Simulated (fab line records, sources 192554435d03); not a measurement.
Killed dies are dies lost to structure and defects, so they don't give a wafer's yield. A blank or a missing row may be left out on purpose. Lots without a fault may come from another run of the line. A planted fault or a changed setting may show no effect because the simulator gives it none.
Chamber matching | flow n5_finfet | N5_BEOL_M9_DEP_56 on pecvd-04: 3 sister chambers
The step deposits SiCN from 3MS/NH3, target thk 15 nm, time 26.5 s. 3 wafers are shown with their chamber, then 9 later ones without.

WAFERS WITH THEIR CHAMBER
wafer  | chamber | throttle_valve_pct (%)
L085.3 | 0       | 8.5
L086.5 | 2       | 9.0
L086.6 | 1       | 9.9

WAFERS WITHOUT THEIR CHAMBER
wafer  | throttle_valve_pct (%)
L096.1 | 9.2
L096.5 | 9.1
L096.6 | 9.8
L095.3 | 9.0
L095.5 | 8.7
L095.6 | 8.7
L097.4 | 9.9
L097.5 | 9.1
L097.6 | 8.8

WHICH CHAMBER EACH WENT THROUGH
wafer  | from the rows above     | in truth
L096.1 | 2                       | 2
L096.5 | 2                       | 2
L096.6 | 1                       | 1
L095.3 | 2                       | 2
L095.5 | can't be placed: 0 or 2 | 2
L095.6 | can't be placed: 0 or 2 | 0
L097.4 | 1                       | 1
L097.5 | 2                       | 2
L097.6 | can't be placed: 2 or 0 | 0
Placed correctly: 6 of 9. Can't be placed from these rows: 3 (the true chamber is among the candidates in 3). Placed wrongly: 0.
How it was worked out, from the rows above alone: a wafer's distance from a chamber is the root of the sum, over the readings, of the square of ((its reading less the chamber's mean) divided by the reading's scatter). The wafer belongs to the nearest chamber; if the next one is less than 2 further off, it can't be placed. A chamber's mean is the mean of its shown wafers. The scatter: with one shown wafer a chamber, the root of the mean of the squares of how far each hidden wafer lies from its nearest shown one.
